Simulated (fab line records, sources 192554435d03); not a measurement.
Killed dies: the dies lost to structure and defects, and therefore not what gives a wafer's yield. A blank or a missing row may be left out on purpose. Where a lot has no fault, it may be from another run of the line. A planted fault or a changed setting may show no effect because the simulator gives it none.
Matching of chambers :: flow n5_finfet :: 4 sister chambers for N5_MOL_CONTACT_COAG_ALD_20 on ald_metal-03
The step deposits TiN, target thk 1.5 nm, pulse time 1 s, purge time 3 s. 24 wafers are shown with their chamber, then 12 later ones without.

## WAFERS, EACH WITH ITS CHAMBER
wafer: L074.3
chamber: 2
heater_power_w (W): 764
precursor_pulse_height_rel: 1.016
susceptor_temp_C (C): 399.75

wafer: L074.5
chamber: 1
heater_power_w (W): 921
precursor_pulse_height_rel: 0.979
susceptor_temp_C (C): 399.74

wafer: L074.6
chamber: 0
heater_power_w (W): 924
precursor_pulse_height_rel: 0.980
susceptor_temp_C (C): 399.80

wafer: L076.2
chamber: 2
heater_power_w (W): 785
precursor_pulse_height_rel: 0.994
susceptor_temp_C (C): 399.71

wafer: L076.4
chamber: 3
heater_power_w (W): 873
precursor_pulse_height_rel: 1.003
susceptor_temp_C (C): 400.10

wafer: L076.5
chamber: 1
heater_power_w (W): 965
precursor_pulse_height_rel: 0.970
susceptor_temp_C (C): 399.94

wafer: L077.1
chamber: 1
heater_power_w (W): 942
precursor_pulse_height_rel: 0.994
susceptor_temp_C (C): 400.00

wafer: L077.3
chamber: 2
heater_power_w (W): 770
precursor_pulse_height_rel: 0.992
susceptor_temp_C (C): 400.21

wafer: L077.5
chamber: 2
heater_power_w (W): 785
precursor_pulse_height_rel: 1.028
susceptor_temp_C (C): 399.98

wafer: L079.2
chamber: 2
heater_power_w (W): 804
precursor_pulse_height_rel: 1.011
susceptor_temp_C (C): 400.19

wafer: L079.3
chamber: 3
heater_power_w (W): 851
precursor_pulse_height_rel: 1.002
susceptor_temp_C (C): 400.07

wafer: L079.6
chamber: 0
heater_power_w (W): 902
precursor_pulse_height_rel: 1.035
susceptor_temp_C (C): 400.29

wafer: L080.2
chamber: 3
heater_power_w (W): 841
precursor_pulse_height_rel: 1.022
susceptor_temp_C (C): 399.72

wafer: L080.3
chamber: 0
heater_power_w (W): 913
precursor_pulse_height_rel: 1.012
susceptor_temp_C (C): 399.89

wafer: L080.5
chamber: 3
heater_power_w (W): 866
precursor_pulse_height_rel: 1.015
susceptor_temp_C (C): 400.03

wafer: L082.1
chamber: 3
heater_power_w (W): 835
precursor_pulse_height_rel: 1.018
susceptor_temp_C (C): 399.97

wafer: L082.4
chamber: 2
heater_power_w (W): 785
precursor_pulse_height_rel: 1.024
susceptor_temp_C (C): 399.94

wafer: L082.6
chamber: 1
heater_power_w (W): 945
precursor_pulse_height_rel: 1.002
susceptor_temp_C (C): 400.03

wafer: L085.3
chamber: 0
heater_power_w (W): 887
precursor_pulse_height_rel: 0.994
susceptor_temp_C (C): 399.62

wafer: L085.4
chamber: 1
heater_power_w (W): 947
precursor_pulse_height_rel: 1.016
susceptor_temp_C (C): 400.00

wafer: L085.6
chamber: 0
heater_power_w (W): 927
precursor_pulse_height_rel: 0.990
susceptor_temp_C (C): 400.09

wafer: L088.4
chamber: 2
heater_power_w (W): 790
precursor_pulse_height_rel: 1.016
susceptor_temp_C (C): 399.78

wafer: L088.5
chamber: 3
heater_power_w (W): 845
precursor_pulse_height_rel: 0.990
susceptor_temp_C (C): 400.18

wafer: L088.6
chamber: 0
heater_power_w (W): 932
precursor_pulse_height_rel: 0.981
susceptor_temp_C (C): 399.45

SIGNATURES (means of the wafers above)
reading: heater_power_w
chamber 0: 914.17
chamber 1: 944.00
chamber 2: 783.29
chamber 3: 851.83
scatter within a chamber: 15.1

reading: precursor_pulse_height_rel
chamber 0: 0.99867
chamber 1: 0.99220
chamber 2: 1.01157
chamber 3: 1.00833
scatter within a chamber: 0.0165

reading: susceptor_temp_C
chamber 0: 399.8567
chamber 1: 399.9420
chamber 2: 399.9371
chamber 3: 400.0117
scatter within a chamber: 0.212
Rule: distance of a wafer from a chamber = root of the sum over the readings of ((wafer's reading minus chamber's mean) / reading's scatter) squared. If the next closest chamber is less than 2 further off than the closest, the wafer can't be placed; otherwise it belongs to the closest. The scatter: take each reading less its chamber's mean, square it, sum over the shown wafers, divide by the number of wafers less the number of chambers, and take the root.

## WAFERS WHOSE CHAMBER IS MISSING
wafer: L089.1
heater_power_w (W): 926
precursor_pulse_height_rel: 1.004
susceptor_temp_C (C): 399.83

wafer: L089.3
heater_power_w (W): 848
precursor_pulse_height_rel: 1.031
susceptor_temp_C (C): 399.76

wafer: L089.4
heater_power_w (W): 936
precursor_pulse_height_rel: 0.997
susceptor_temp_C (C): 399.88

wafer: L091.1
heater_power_w (W): 945
precursor_pulse_height_rel: 1.006
susceptor_temp_C (C): 399.81

wafer: L091.2
heater_power_w (W): 915
precursor_pulse_height_rel: 1.033
susceptor_temp_C (C): 399.83

wafer: L091.3
heater_power_w (W): 766
precursor_pulse_height_rel: 0.962
susceptor_temp_C (C): 399.80

wafer: L094.1
heater_power_w (W): 776
precursor_pulse_height_rel: 0.994
susceptor_temp_C (C): 400.01

wafer: L094.2
heater_power_w (W): 962
precursor_pulse_height_rel: 1.037
susceptor_temp_C (C): 400.07

wafer: L094.6
heater_power_w (W): 790
precursor_pulse_height_rel: 1.003
susceptor_temp_C (C): 400.08

wafer: L097.4
heater_power_w (W): 901
precursor_pulse_height_rel: 1.015
susceptor_temp_C (C): 399.55

wafer: L097.5
heater_power_w (W): 963
precursor_pulse_height_rel: 1.003
susceptor_temp_C (C): 400.40

wafer: L097.6
heater_power_w (W): 911
precursor_pulse_height_rel: 1.018
susceptor_temp_C (C): 399.97

## WHICH CHAMBER EACH ONE RAN IN
wafer: L089.1
from the rows above: can't be placed: 0 or 1
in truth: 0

wafer: L089.3
from the rows above: 3
in truth: 3

wafer: L089.4
from the rows above: can't be placed: 1 or 0
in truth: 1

wafer: L091.1
from the rows above: can't be placed: 1 or 0
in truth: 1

wafer: L091.2
from the rows above: can't be placed: 0 or 1
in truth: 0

wafer: L091.3
from the rows above: 2
in truth: 2

wafer: L094.1
from the rows above: 2
in truth: 2

wafer: L094.2
from the rows above: can't be placed: 1 or 0
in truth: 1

wafer: L094.6
from the rows above: 2
in truth: 2

wafer: L097.4
from the rows above: can't be placed: 0 or 1 or 3
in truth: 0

wafer: L097.5
from the rows above: can't be placed: 1 or 0
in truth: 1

wafer: L097.6
from the rows above: can't be placed: 0 or 1
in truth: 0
Correctly placed: 4 of 12. Unplaceable from these rows: 8, with the true chamber sitting among the candidates in 8. 0 placed wrongly.
